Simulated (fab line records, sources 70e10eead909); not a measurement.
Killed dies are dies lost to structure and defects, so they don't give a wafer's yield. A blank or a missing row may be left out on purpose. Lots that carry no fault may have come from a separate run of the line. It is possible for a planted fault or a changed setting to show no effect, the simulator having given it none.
A lot that was struck, set against a sound lot / flow nand_harc / 13 out of 1159 route steps
Sound: the wafers L958.3, L958.5, L958.6. The struck wafers were L964.2, L964.3, L964.4. At the end, the cause is stated.
Each step with rows lists, per side, the tool, then ch with its chambers, then its first start. Under that, the readings that differ: sound wafers / struck wafers / difference of the means / sigmas: that difference in standard deviations of wafers without a fault.
alike: words and numbers the same on both sides, and readings whose means are apart by under 2 such deviations; not compared: readings that were withheld, readings missing a value for some wafer, numbers with overlapping values and no deviation given by the record, and bounds like >300 which may hide the same value.
The two part at a step that has a row with sigmas, a row that says differs or no value, or rows on one side only. Numbers that have no deviation but don't overlap get no sigmas and don't part them. Lack of a reading on every wafer of one side parts them only where that side has two or more wafers.

NHARC_A_WL_FILL_INSPECT_15:
  sound: defect_inspect-02 at day 17 21:55; struck: defect_inspect-01 at day 20 04:28
  alike: raw_defect_count
NHARC_A_CONTACT_DEP_24: deposits SiO2, target thk 500 nm.
  sound on pecvd-04 ch 1,2, day 17 22:07; struck on pecvd-02 ch 0,1, day 20 04:32
  alike: heater_power_w, throttle_valve_pct
NHARC_A_CONTACT_DEP_28: deposits aC, target thk 3600 nm.
  sound on acl_dep-01 ch 0, day 18 01:25; struck on acl_dep-02 ch 0, day 20 06:28
  alike: throttle_valve_pct
NHARC_A_CONTACT_DEP_29: deposits SiON, target thk 70 nm.
  sound on pecvd-04 ch 0,2, day 18 02:58; struck on pecvd-02 ch 1,2, day 20 08:22
  alike: heater_power_w
then, 7 steps without rows for these wafers: NHARC_A_CONTACT_DEHYDRATE_32 (time 120 s); NHARC_A_CONTACT_HMDS_33 (time 30 s); NHARC_A_CONTACT_COAT_34 (time 75 s); NHARC_A_CONTACT_COAT_35 (time 65 s); NHARC_A_CONTACT_COAT_36 (resist thk 90 nm); NHARC_A_CONTACT_SOFTBAKE_37 (time 55 s); NHARC_A_CONTACT_EBR_38.
NHARC_A_CONTACT_EXPOSE_39: exposes mask A CC 3.
  struck on arfi_scanner-03, day 20 08:48; sound on arfi_scanner-03 ch 0, day 18 03:32
  no value came back on the struck wafers for exposure_dose_mJ_cm2, focus_offset_nm (nm); on the sound wafers exposure_dose_mJ_cm2 reads 58.79 58.78 58.81
  alike: mask
then, 1 step without rows for these wafers: NHARC_A_CONTACT_PEB_40 (peb time 65 s).

## WHERE THEY PART
Only at NHARC_A_CONTACT_EXPOSE_39, as far as this record shows.

WHY: what had been put in by the simulator
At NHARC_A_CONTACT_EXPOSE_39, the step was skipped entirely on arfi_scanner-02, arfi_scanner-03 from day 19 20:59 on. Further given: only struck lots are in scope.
